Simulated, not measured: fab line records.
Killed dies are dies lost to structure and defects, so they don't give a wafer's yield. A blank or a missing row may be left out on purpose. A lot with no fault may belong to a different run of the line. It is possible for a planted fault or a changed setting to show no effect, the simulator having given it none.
fab line records / flow n5-finfet
record lots=4 wafers=12 last-day=15
route steps=1938 shown BEOL_M5@1182 BEOL_M6@1194 PASSIVATION@1936
lots untouched by any fault: they come from a run of this same line in which no faults occurred
start-h: hours from the record's first day to the start of the lot's first wafer shown / wait-h: how many hours have passed since the lot's step before this one / " unchanged from the row above / L1.1+2: several wafers, shown together as one row / - no value, or no start was given / * or withheld: withheld / < > ~ a bound
route shown NAME@n: NAME is a module with steps in the file, n the number in the route of the first one / usual: mean/standard deviation taken from wafers without a fault / same: alike in all rows / chamber/n: place in a boat / sites: readings site by site / _std_site: the standard deviation of these / _edge_site: mean of outer sites minus mean of inner sites / radius-mm: for every site, how far away it sits from the centre of the wafer / mask NAME#n: copy n / behind: the last tool/chamber to shape the wafer / hold: what put the lot on hold/how long, in hours/how the hold closed / device: which transistor (n, p or np) failed to switch / end of line: tests run on the same wafers once the route is complete / step lacking rows: just its recipe / killed: the dies lost at the first sort to structure and to defects; this is not the yield of the wafer / map: the dies of a wafer, with x for killed, . for not killed, _ for no die there
set.NAME: the setting the step ran with; set.NAME@STEP: the setting that earlier step ran with / model.NAME: the simulator's own value behind a step, which no gauge read
a table for each step, a row for each wafer; lots at some steps of the route
services: when a tool's chamber went out of use (start-h, in hours from the record's first day, below 0 if earlier), for how many hours, and the reason
## steps
# step N5_BEOL_M5_ANNEAL_89
# recipe temp-c=400 time-s=1800 ambient=vacuum
# step N5_BEOL_M5_SPUTTER_90
# recipe material=Cu target-thk-a=45 temp-c=-20 chamber-pressure-pa=0.07 power-w=withheld time-s=8.29
# step N5_BEOL_M5_ECD_50
# recipe material=Cu target-thk-a=3000
# step N5_BEOL_M5_ANNEAL_51
# recipe temp-c=225 time-s=90 ambient=N2
# step N5_BEOL_M5_CMP_52
# recipe stop-on=SiCOH_lowk t-overpolish-s=6.9 down-force-psi=1 platen-rpm=50 clearing-platen-down-force-psi=1.5 clearing-platen-rpm=50 post-cmp-clean=cu-alkaline target-thk-nm=62 clearing-platen-pad-velocity-m-s=0.99484 pad-velocity-m-s=0.99484
# step N5_BEOL_M5_PRE_CLEAN_77
# recipe gas=NH3/H2 time-s=15 temp-c=* rf-power-w=300
# step N5_BEOL_M5_CO_CAP_78
# recipe material=Co target-thk-a=20 temp-c=200 precursor=CCTBA/H2 pressure-torr=30 time-s=102.1
# step N5_BEOL_M5_PRE_CLEAN_55
# recipe gas=NH3 time-s=15 temp-c=withheld rf-power-w=300
# step N5_BEOL_M5_DEP_56
# recipe material=SiCN target-thk-a=80 temp-c=withheld precursor=3MS/NH3 pressure-torr=3 rf-w=202 time-s=14
# step N5_BEOL_M6_ILD_DEP_00
# recipe material=SiCOH_lowk target-thk-a=1797.5 temp-c=300 precursor=DEMS/porogen pressure-torr=5 rf-w=500 time-s=33.4
# usual heater-power-w=283/60 showerhead-plenum-p-Torr=5.737/0.016 throttle-valve-pct=14.3/0.82
lot.wafer=L311.2 tool=pecvd-02 chamber=2 start-h=185.63 wait-h=0.0 heater-power-w=262 showerhead-plenum-p-Torr=5.763 since-wet-clean-h=2158 throttle-valve-pct=14.7 model.SiCOH_lowk_of_BEOL_M6_ILD_DEP_00.thk-nm=176
lot.wafer=L311.3 tool=pecvd-02 chamber=0 start-h=185.63 wait-h=0.0 heater-power-w=251 showerhead-plenum-p-Torr=5.739 since-wet-clean-h=708 throttle-valve-pct=13.7 model.SiCOH_lowk_of_BEOL_M6_ILD_DEP_00.thk-nm=175.6
lot.wafer=L311.5 tool=pecvd-02 chamber=0 start-h=185.63 wait-h=0.0 heater-power-w=247 showerhead-plenum-p-Torr=5.733 since-wet-clean-h=- throttle-valve-pct=13.8 model.SiCOH_lowk_of_BEOL_M6_ILD_DEP_00.thk-nm=179
lot.wafer=L310.2 tool=pecvd-02 chamber=0 start-h=193.15 wait-h=0.0 heater-power-w=231 showerhead-plenum-p-Torr=5.728 since-wet-clean-h=716 throttle-valve-pct=14.0 model.SiCOH_lowk_of_BEOL_M6_ILD_DEP_00.thk-nm=174.8
lot.wafer=L310.5 tool=pecvd-02 chamber=2 start-h=193.15 wait-h=0.0 heater-power-w=257 showerhead-plenum-p-Torr=5.763 since-wet-clean-h=- throttle-valve-pct=15.0 model.SiCOH_lowk_of_BEOL_M6_ILD_DEP_00.thk-nm=203.6
lot.wafer=L310.6 tool=pecvd-02 chamber=1 start-h=193.15 wait-h=0.0 heater-power-w=321 showerhead-plenum-p-Torr=5.739 since-wet-clean-h=- throttle-valve-pct=14.6 model.SiCOH_lowk_of_BEOL_M6_ILD_DEP_00.thk-nm=208.2
lot.wafer=L312.1 tool=pecvd-02 chamber=1 start-h=195.25 wait-h=0.0 heater-power-w=284 showerhead-plenum-p-Torr=5.727 since-wet-clean-h=1443 throttle-valve-pct=14.6 model.SiCOH_lowk_of_BEOL_M6_ILD_DEP_00.thk-nm=178.8
lot.wafer=L312.3 tool=pecvd-02 chamber=2 start-h=195.25 wait-h=0.0 heater-power-w=272 showerhead-plenum-p-Torr=5.752 since-wet-clean-h=2168 throttle-valve-pct=14.5 model.SiCOH_lowk_of_BEOL_M6_ILD_DEP_00.thk-nm=201.6
lot.wafer=L312.5 tool=pecvd-02 chamber=0 start-h=195.25 wait-h=0.0 heater-power-w=219 showerhead-plenum-p-Torr=5.742 since-wet-clean-h=- throttle-valve-pct=13.8 model.SiCOH_lowk_of_BEOL_M6_ILD_DEP_00.thk-nm=203.8
lot.wafer=L323.2 tool=pecvd-03 chamber=1 start-h=257.90 wait-h=0.0 heater-power-w=192 showerhead-plenum-p-Torr=5.730 since-wet-clean-h=1687 throttle-valve-pct=15.6 model.SiCOH_lowk_of_BEOL_M6_ILD_DEP_00.thk-nm=179.4
lot.wafer=L323.4 tool=pecvd-03 chamber=1 start-h=257.90 wait-h=0.0 heater-power-w=193 showerhead-plenum-p-Torr=5.736 since-wet-clean-h=- throttle-valve-pct=15.7 model.SiCOH_lowk_of_BEOL_M6_ILD_DEP_00.thk-nm=185.8
lot.wafer=L323.6 tool=pecvd-03 chamber=0 start-h=257.90 wait-h=0.0 heater-power-w=358 showerhead-plenum-p-Torr=5.727 since-wet-clean-h=- throttle-valve-pct=14.3 model.SiCOH_lowk_of_BEOL_M6_ILD_DEP_00.thk-nm=177.6
# step N5_BEOL_M6_CURE_74
# recipe temp-c=385 time-s=240 ambient=He/Ar material=SiCOH_lowk
# step N5_BEOL_M6_THK_MEAS_01
# recipe reads=SiCOH_lowk_of_BEOL_M6_ILD_DEP_00
# usual M6_ILD_THK=155.0/2.4
lot.wafer=L311.2 tool=film-metro-02 chamber=- start-h=186.21 wait-h=0.4 M6_ILD_THK[nm]=151.7
lot.wafer=L311.3 tool=film-metro-02 chamber=- start-h=186.21 wait-h=0.4 M6_ILD_THK[nm]=151.4
lot.wafer=L311.5 tool=film-metro-02 chamber=- start-h=186.21 wait-h=0.4 M6_ILD_THK[nm]=154.3
lot.wafer=L310.2 tool=film-metro-02 chamber=- start-h=193.74 wait-h=0.4 M6_ILD_THK[nm]=150.6
lot.wafer=L310.5 tool=film-metro-02 chamber=- start-h=193.74 wait-h=0.4 M6_ILD_THK[nm]=176.0
lot.wafer=L310.6 tool=film-metro-02 chamber=- start-h=193.74 wait-h=0.4 M6_ILD_THK[nm]=180.1
lot.wafer=L312.1 tool=film-metro-02 chamber=- start-h=195.91 wait-h=0.4 M6_ILD_THK[nm]=154.3
lot.wafer=L312.3 tool=film-metro-02 chamber=- start-h=195.91 wait-h=0.4 M6_ILD_THK[nm]=174.2
lot.wafer=L312.5 tool=film-metro-02 chamber=- start-h=195.91 wait-h=0.4 M6_ILD_THK[nm]=175.9
lot.wafer=L323.2 tool=film-metro-02 chamber=- start-h=258.49 wait-h=0.4 M6_ILD_THK[nm]=154.6
lot.wafer=L323.4 tool=film-metro-02 chamber=- start-h=258.49 wait-h=0.4 M6_ILD_THK[nm]=160.3
lot.wafer=L323.6 tool=film-metro-02 chamber=- start-h=258.49 wait-h=0.4 M6_ILD_THK[nm]=153.2
# step N5_BEOL_M6_PECVD_70
# recipe material=SiO2 target-thk-a=200 temp-c=400 precursor=TEOS/O2 pressure-torr=5.5 rf-w=450 teos-flow-sccm=53.8 gas=O2 flow-sccm=3000 time-s=22.7
# step N5_BEOL_M6_HM_DEP_02
# recipe material=TiN target-thk-a=200 temp-c=25 chamber-pressure-pa=0.49996
# step N5_BEOL_M6_COAT_59
# recipe resist=SOC temp-c=250 time-s=60 spin-rpm=1500 resist-thk-nm=100
# step N5_BEOL_M6_COAT_60
# recipe resist=SiARC temp-c=220 time-s=60 spin-rpm=1500 resist-thk-nm=35
# step N5_BEOL_M6_COAT_05
# recipe resist=CAR-ArF spin-rpm=1500 resist-thk-nm=90
# step N5_BEOL_M6_EBR_07
# recipe solvent=PGMEA ebr-width-mm=1.5
# step N5_BEOL_M6_SOFTBAKE_06
# recipe temp-c=110 time-s=60 resist=CAR-ArF
# step N5_BEOL_M6_EXPOSE_08
# recipe mask-id=M6 na=1.35 source-shape=dipole sigma-inner=0.817 sigma-outer=0.97 polarization=te dose-mj=68.25
# step N5_BEOL_M6_PEB_09
# recipe peb-temp-c=withheld peb-time-s=60 resist=CAR-ArF
# step N5_BEOL_M6_DEVELOP_10
# recipe develop-time-s=30 developer=TMAH resist=CAR-ArF rinse-liquid=diw dry=air-spin dev-temp-c=23
# step N5_BEOL_M6_DESCUM_16
# recipe chemistry=O2 time-s=7.9 source-power-w=50 bias-power-w=20 pressure-mtorr=20 rf-frequency-hz=2.712e+07 temp-c=40 resist=CAR-ArF o2-flow-sccm=225
# step N5_BEOL_M6_ETCH_61
# recipe chemistry=CF4 target=SiARC target-depth-a=455 mask-material=CAR-ArF time-s=75.8 ion-energy-ev=80 pressure-mtorr=40 source-w=545 bias-w=36 Ar_flow_sccm=100 cf4-flow-sccm=100 ends=cleared
# step N5_BEOL_M6_ETCH_62
# recipe chemistry=N2/H2 target=SOC target-depth-a=1100 overetch-a=220 mask-material=SiARC temp-c=40 time-s=165 ion-energy-ev=200 pressure-mtorr=30 source-w=840 bias-w=150 n2-flow-sccm=200 h2-flow-sccm=200
# step N5_BEOL_M6_STRIP_68
# recipe chemistry=N2/H2 temp-c=40 n2-flow-sccm=200 h2-flow-sccm=200 rf-frequency-hz=6e+07
# step N5_BEOL_M6_STRIP_67
# recipe chemistry=CF4 resist=SiARC power-w=300 bias-power-w=75 pressure-mtorr=50 cf4-flow-sccm=150 rf-frequency-hz=6e+07
# step N5_BEOL_M6_HM_OPEN_17
# recipe chemistry=Cl2/BCl3 target-depth-a=200 overetch-a=60 target=TiN mask-material=SOC ion-energy-ev=150 pressure-mtorr=10 icp-w=1000 bias-w=126 Cl2_flow_sccm=53.25 bcl3-flow-sccm=21.75 Ar_flow_sccm=25
# step N5_BEOL_M6_STRIP_19
# recipe chemistry=O2 power-w=400 temp-c=40 pressure-mtorr=30 rf-frequency-hz=6e+07 bias-power-w=0 overash-fraction=0.2 o2-flow-sccm=225
# step N5_BEOL_M6_COAT_63
# recipe resist=SOC temp-c=250 time-s=60 spin-rpm=1500 resist-thk-nm=60
# step N5_BEOL_M6_COAT_64
# recipe resist=SiARC temp-c=220 time-s=60 spin-rpm=1500 resist-thk-nm=12
# step N5_BEOL_M6_COAT_71
# recipe resist=underlayer temp-c=205 time-s=60 spin-rpm=1500 resist-thk-nm=5
# step N5_BEOL_M6_COAT_22
# recipe resist=CAR-EUV spin-rpm=1500 resist-thk-nm=30
# step N5_BEOL_M6_EBR_24
# recipe solvent=PGMEA ebr-width-mm=1.5
# step N5_BEOL_M6_SOFTBAKE_23
# recipe temp-c=110 time-s=60 resist=CAR-EUV
# step N5_BEOL_M6_CMP_52
# recipe stop-on=SiCOH_lowk t-overpolish-s=6.9 down-force-psi=1 platen-rpm=50 clearing-platen-down-force-psi=1.5 clearing-platen-rpm=50 post-cmp-clean=cu-alkaline target-thk-nm=80 clearing-platen-pad-velocity-m-s=0.99484 pad-velocity-m-s=0.99484
# usual head-pressure-psi=0.9999/0.0022 motor-current-A=6.0/0.64
lot.wafer=L311.3 tool=cmp-03 chamber=3 start-h=194.14 wait-h=0.2 head-pressure-psi=0.9999 motor-current-A=5.1 model.SiCOH_lowk_of_BEOL_M6_ILD_DEP_00.thk-nm=148.4
lot.wafer=L311.2 tool=cmp-03 chamber=0 start-h=194.14 wait-h=0.2 head-pressure-psi=1.0007 motor-current-A=6.2 model.SiCOH_lowk_of_BEOL_M6_ILD_DEP_00.thk-nm=148.8
lot.wafer=L311.5 tool=cmp-03 chamber=3 start-h=194.14 wait-h=0.2 head-pressure-psi=0.9981 motor-current-A=5.0 model.SiCOH_lowk_of_BEOL_M6_ILD_DEP_00.thk-nm=151.4
lot.wafer=L310.2 tool=cmp-04 chamber=3 start-h=202.25 wait-h=0.4 head-pressure-psi=1.0016 motor-current-A=6.2 model.SiCOH_lowk_of_BEOL_M6_ILD_DEP_00.thk-nm=147.8
lot.wafer=L310.5 tool=cmp-04 chamber=0 start-h=202.25 wait-h=0.4 head-pressure-psi=0.9983 motor-current-A=5.1 model.SiCOH_lowk_of_BEOL_M6_ILD_DEP_00.thk-nm=172.8
lot.wafer=L310.6 tool=cmp-04 chamber=1 start-h=202.25 wait-h=0.4 head-pressure-psi=0.9994 motor-current-A=5.1 model.SiCOH_lowk_of_BEOL_M6_ILD_DEP_00.thk-nm=176.8
lot.wafer=L312.3 tool=cmp-04 chamber=1 start-h=203.00 wait-h=0.2 head-pressure-psi=1.0011 motor-current-A=4.8 model.SiCOH_lowk_of_BEOL_M6_ILD_DEP_00.thk-nm=171
lot.wafer=L312.1 tool=cmp-04 chamber=2 start-h=203.00 wait-h=0.2 head-pressure-psi=1.0024 motor-current-A=6.8 model.SiCOH_lowk_of_BEOL_M6_ILD_DEP_00.thk-nm=151.2
lot.wafer=L312.5 tool=cmp-04 chamber=0 start-h=203.00 wait-h=0.2 head-pressure-psi=0.9989 motor-current-A=5.1 model.SiCOH_lowk_of_BEOL_M6_ILD_DEP_00.thk-nm=173
lot.wafer=L323.2 tool=cmp-04 chamber=0 start-h=267.42 wait-h=0.2 head-pressure-psi=1.0015 motor-current-A=5.3 model.SiCOH_lowk_of_BEOL_M6_ILD_DEP_00.thk-nm=151.6
lot.wafer=L323.4 tool=cmp-04 chamber=3 start-h=267.42 wait-h=0.2 head-pressure-psi=0.9978 motor-current-A=6.3 model.SiCOH_lowk_of_BEOL_M6_ILD_DEP_00.thk-nm=157.4
lot.wafer=L323.6 tool=cmp-04 chamber=1 start-h=267.42 wait-h=0.2 head-pressure-psi=0.9955 motor-current-A=5.2 model.SiCOH_lowk_of_BEOL_M6_ILD_DEP_00.thk-nm=150.2
# step N5_PASSIVATION_PROBE_49
# usual defect-limited-yield=91.5/1.5 killed_at_M0_to_M3=33/9.9 killed_at_M4_up=14/5.2 killed-at-contacts=11/5.2 killed-at-front-end=38/10 killed-at-other=4/3.5 killed-dies=100/18 killed-open=66/14 killed-short=32/6.9 sort_bin_4_leakage=0.00/0.027 sort_bin_5_function=5.0/1 sort_bin_6_memory=3.1/0.69 sort-n-pass=1080/18 sort-yield-pct=91.5/1.5
# same gross-dies=1180 killed-at-back-side=0 sort_bin_8_speed[%]=0
lot.wafer=L311.2 tool=prober-01 chamber=- start-h=276.77 wait-h=0.1 defect-limited-yield[%]=90.7 killed_at_M0_to_M3=32 killed_at_M4_up=20 killed-at-contacts=10 killed-at-front-end=44 killed-at-other=4 killed-dies=110 killed-open=75 killed-short=34 sort_bin_4_leakage[%]=0 sort_bin_5_function[%]=6.1 sort_bin_6_memory[%]=3.0 sort-n-pass=1070 sort-yield-pct[%]=90.7
lot.wafer=L311.3 tool=prober-01 chamber=- start-h=276.82 wait-h=0.1 defect-limited-yield[%]=92.5 killed_at_M0_to_M3=30 killed_at_M4_up=11 killed-at-contacts=10 killed-at-front-end=32 killed-at-other=6 killed-dies=89 killed-open=62 killed-short=26 sort_bin_4_leakage[%]=0 sort_bin_5_function[%]=4.7 sort_bin_6_memory[%]=2.4 sort-n-pass=1091 sort-yield-pct[%]=92.5
lot.wafer=L311.5 tool=prober-01 chamber=- start-h=276.92 wait-h=0.2 defect-limited-yield[%]=91.1 killed_at_M0_to_M3=34 killed_at_M4_up=11 killed-at-contacts=12 killed-at-front-end=38 killed-at-other=10 killed-dies=105 killed-open=66 killed-short=39 sort_bin_4_leakage[%]=0 sort_bin_5_function[%]=5.4 sort_bin_6_memory[%]=3.1 sort-n-pass=1075 sort-yield-pct[%]=91.1
lot.wafer=L310.2 tool=prober-02 chamber=- start-h=287.49 wait-h=0.1 defect-limited-yield[%]=92.5 killed_at_M0_to_M3=28 killed_at_M4_up=18 killed-at-contacts=10 killed-at-front-end=32 killed-at-other=0 killed-dies=88 killed-open=60 killed-short=28 sort_bin_4_leakage[%]=0 sort_bin_5_function[%]=4.3 sort_bin_6_memory[%]=2.8 sort-n-pass=1092 sort-yield-pct[%]=92.5
lot.wafer=L310.5 tool=prober-02 chamber=- start-h=287.64 wait-h=0.2 defect-limited-yield[%]=93.0 killed_at_M0_to_M3=25 killed_at_M4_up=13 killed-at-contacts=2 killed-at-front-end=40 killed-at-other=3 killed-dies=83 killed-open=57 killed-short=26 sort_bin_4_leakage[%]=0 sort_bin_5_function[%]=3.5 sort_bin_6_memory[%]=3.3 sort-n-pass=1097 sort-yield-pct[%]=93.0
lot.wafer=L310.6 tool=prober-02 chamber=- start-h=287.69 wait-h=0.3 defect-limited-yield[%]=92.5 killed_at_M0_to_M3=31 killed_at_M4_up=16 killed-at-contacts=5 killed-at-front-end=31 killed-at-other=6 killed-dies=89 killed-open=59 killed-short=29 sort_bin_4_leakage[%]=0 sort_bin_5_function[%]=5.0 sort_bin_6_memory[%]=2.5 sort-n-pass=1091 sort-yield-pct[%]=92.5
lot.wafer=L312.1 tool=prober-01 chamber=- start-h=292.65 wait-h=0.0 defect-limited-yield[%]=89.8 killed_at_M0_to_M3=44 killed_at_M4_up=12 killed-at-contacts=16 killed-at-front-end=47 killed-at-other=1 killed-dies=120 killed-open=82 killed-short=36 sort_bin_4_leakage[%]=0 sort_bin_5_function[%]=5.9 sort_bin_6_memory[%]=3.9 sort-n-pass=1060 sort-yield-pct[%]=89.8
lot.wafer=L312.3 tool=prober-01 chamber=- start-h=292.75 wait-h=0.1 defect-limited-yield[%]=94.0 killed_at_M0_to_M3=21 killed_at_M4_up=9 killed-at-contacts=12 killed-at-front-end=27 killed-at-other=2 killed-dies=71 killed-open=47 killed-short=23 sort_bin_4_leakage[%]=0 sort_bin_5_function[%]=3.5 sort_bin_6_memory[%]=2.2 sort-n-pass=1109 sort-yield-pct[%]=94.0
lot.wafer=L312.5 tool=prober-01 chamber=- start-h=292.85 wait-h=0.2 defect-limited-yield[%]=93.2 killed_at_M0_to_M3=25 killed_at_M4_up=13 killed-at-contacts=11 killed-at-front-end=24 killed-at-other=7 killed-dies=80 killed-open=63 killed-short=16 sort_bin_4_leakage[%]=0.17 sort_bin_5_function[%]=4.2 sort_bin_6_memory[%]=2.5 sort-n-pass=1098 sort-yield-pct[%]=93.1
lot.wafer=L323.2 tool=prober-02 chamber=- start-h=360.08 wait-h=0.1 defect-limited-yield[%]=92.5 killed_at_M0_to_M3=24 killed_at_M4_up=15 killed-at-contacts=8 killed-at-front-end=39 killed-at-other=3 killed-dies=89 killed-open=54 killed-short=35 sort_bin_4_leakage[%]=0 sort_bin_5_function[%]=4.7 sort_bin_6_memory[%]=2.6 sort-n-pass=1091 sort-yield-pct[%]=92.5
lot.wafer=L323.4 tool=prober-02 chamber=- start-h=360.18 wait-h=0.2 defect-limited-yield[%]=91.9 killed_at_M0_to_M3=22 killed_at_M4_up=11 killed-at-contacts=11 killed-at-front-end=36 killed-at-other=15 killed-dies=95 killed-open=60 killed-short=34 sort_bin_4_leakage[%]=0 sort_bin_5_function[%]=5.0 sort_bin_6_memory[%]=2.5 sort-n-pass=1085 sort-yield-pct[%]=91.9
lot.wafer=L323.6 tool=prober-02 chamber=- start-h=360.28 wait-h=0.3 defect-limited-yield[%]=93.5 killed_at_M0_to_M3=17 killed_at_M4_up=6 killed-at-contacts=8 killed-at-front-end=39 killed-at-other=7 killed-dies=77 killed-open=45 killed-short=32 sort_bin_4_leakage[%]=0 sort_bin_5_function[%]=3.3 sort_bin_6_memory[%]=3.1 sort-n-pass=1103 sort-yield-pct[%]=93.5
# killed by level:class
L311.2 FIN_SAQP:geometric-particle:open=19 FIN_SAQP:geometric-particle:short=14 BEOL_M2:geometric-particle:open=14 BEOL_M4:geometric-particle:open=11 MOL_CONTACT_COAG:geometric-particle:open=10 BEOL_M3:geometric-particle:open=4 STI_FIN_REVEAL:geometric-particle:open=3 BEOL_M0_SAQP:geometric-particle:short=3
L311.3 BEOL_M3:geometric-particle:open=13 FIN_SAQP:geometric-particle:open=10 BEOL_M1:geometric-particle:open=8 MOL_CONTACT_COAG:geometric-particle:open=7 FIN_SAQP:geometric-particle:short=5 STI_FIN_REVEAL:geometric-particle:open=5 STARTING-WAFER:geometric-particle:short=4 GATE_CUT:geometric-particle:short=3
L311.5 FIN_SAQP:geometric-particle:open=12 BEOL_M0_SAQP:geometric-particle:short=11 MOL_CONTACT_COAG:geometric-particle:open=9 BEOL_M2:geometric-particle:open=7 BEOL_M1:geometric-particle:open=6 FIN_SAQP:geometric-particle:short=5 STI_FIN_REVEAL:geometric-particle:open=5 BEOL_M0_SAQP:geometric-particle:open=5
L310.2 BEOL_M3:geometric-particle:open=9 MOL_CONTACT_COAG:geometric-particle:open=8 STI_FIN_REVEAL:geometric-particle:open=7 FIN_SAQP:geometric-particle:short=6 BEOL_M1:geometric-particle:open=5 BEOL_M0_SAQP:geometric-particle:open=4 BEOL_M4:geometric-particle:open=4 FIN_SAQP:geometric-particle:open=3
L310.5 FIN_SAQP:geometric-particle:open=12 BEOL_M0_SAQP:geometric-particle:open=9 STI_FIN_REVEAL:geometric-particle:open=6 FIN_SAQP:geometric-particle:short=5 BEOL_M4:geometric-particle:open=5 STARTING-WAFER:geometric-particle:short=5 STI_FIN_REVEAL:geometric-particle:short=3 BEOL_M0_SAQP:geometric-particle:short=3
L310.6 STI_FIN_REVEAL:geometric-particle:open=11 FIN_SAQP:geometric-particle:short=9 BEOL_M0_SAQP:geometric-particle:open=8 BEOL_M3:geometric-particle:open=7 BEOL_M1:geometric-particle:open=5 FIN_SAQP:geometric-particle:open=4 MOL_CONTACT_COAG:geometric-particle:open=4 BEOL_M3:geometric-particle:short=4
L312.1 STI_FIN_REVEAL:geometric-particle:open=15 MOL_CONTACT_COAG:geometric-particle:open=13 BEOL_M0_SAQP:geometric-particle:short=12 FIN_SAQP:geometric-particle:open=11 BEOL_M2:geometric-particle:open=10 BEOL_M1:geometric-particle:open=9 FIN_SAQP:geometric-particle:short=8 BEOL_M8:geometric-particle:open=7
L312.3 MOL_CONTACT_COAG:geometric-particle:open=12 FIN_SAQP:geometric-particle:short=6 STI_FIN_REVEAL:geometric-particle:open=5 BEOL_M1:geometric-particle:open=5 BEOL_M0_SAQP:geometric-particle:short=5 FIN_SAQP:geometric-particle:open=4 GATE_CUT:geometric-particle:short=4 BEOL_M0_SAQP:geometric-particle:open=3
L312.5 STI_FIN_REVEAL:geometric-particle:open=10 MOL_CONTACT_COAG:geometric-particle:open=10 BEOL_M0_SAQP:geometric-particle:open=8 BEOL_M2:geometric-particle:open=6 BEOL_M0_SAQP:geometric-particle:short=5 PAD_METAL:geometric-particle:open=4 FIN_SAQP:geometric-particle:short=3 BEOL_M6:geometric-particle:open=3
L323.2 FIN_SAQP:geometric-particle:short=6 STI_FIN_REVEAL:geometric-particle:open=6 DUMMY_GATE:geometric-particle:open=6 BEOL_M4:geometric-particle:open=6 MOL_CONTACT_COAG:geometric-particle:open=5 BEOL_M3:geometric-particle:short=5 FIN_SAQP:geometric-particle:open=4 GATE_CUT:geometric-particle:open=4
L323.4 MOL_CONTACT_COAG:geometric-particle:open=8 FIN_SAQP:geometric-particle:short=5 STI_FIN_REVEAL:geometric-particle:open=5 BEOL_M2:geometric-particle:open=5 BEOL_M4:geometric-particle:open=5 FIN_SAQP:geometric-particle:open=4 GATE_CUT:geometric-particle:short=4 BEOL_M0_SAQP:geometric-particle:short=4
L323.6 FIN_SAQP:geometric-particle:short=7 BEOL_M2:geometric-particle:open=7 GATE_CUT:geometric-particle:short=6 MOL_CONTACT_COAG:geometric-particle:open=6 STI_FIN_REVEAL:geometric-particle:open=5 STARTING-WAFER:geometric-particle:open=5 ILD0:geometric-particle:short=4 FIN_SAQP:geometric-particle:open=3
## services
tool=pecvd-03 chamber=- start-h=180.29 hours=2.2 kind=repair
tool=cmp-03 chamber=- start-h=182.72 hours=0.4 kind=repair
tool=pecvd-02 chamber=2 start-h=202.38 hours=- kind=clean
tool=pecvd-02 chamber=2 start-h=202.38 hours=- kind=consumable-replace:showerhead
tool=pecvd-02 chamber=2 start-h=202.38 hours=29.0 kind=scheduled-down
tool=pecvd-02 chamber=2 start-h=202.38 hours=29.0 kind=vent-cycle
tool=cmp-04 chamber=- start-h=213.83 hours=0.9 kind=repair
tool=cmp-04 chamber=- start-h=233.19 hours=1.7 kind=repair
tool=cmp-03 chamber=- start-h=246.92 hours=6.7 kind=pm
tool=pecvd-03 chamber=2 start-h=253.61 hours=5.5 kind=scheduled-down
## key
first-sign step=N5_BEOL_M6_THK_MEAS_01 reading=M6_ILD_THK direction=up sigmas=9.2 usual=155.0 struck=176.5
effect none on later readings
model-effect step=N5_BEOL_M6_ILD_DEP_00 value=SiCOH_lowk_of_BEOL_M6_ILD_DEP_00.thk-nm without=178.5 struck=204.3
model-effect step=N5_BEOL_M6_CMP_52 value=SiCOH_lowk_of_BEOL_M6_ILD_DEP_00.thk-nm without=151 struck=173.4
met-at N5_BEOL_M6_ILD_DEP_00
struck-wafers L310.5,L310.6,L312.3,L312.5
onset-between 185.63 193.15
fault kind=process-parameter-drift tool=pecvd-02 chamber=- onset-h=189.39 steps=N5_BEOL_M6_ILD_DEP_00 channel=target-thk-a offset=* shape=step end-h=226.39 scope=struck-wafers-only acts-in=* stated=*
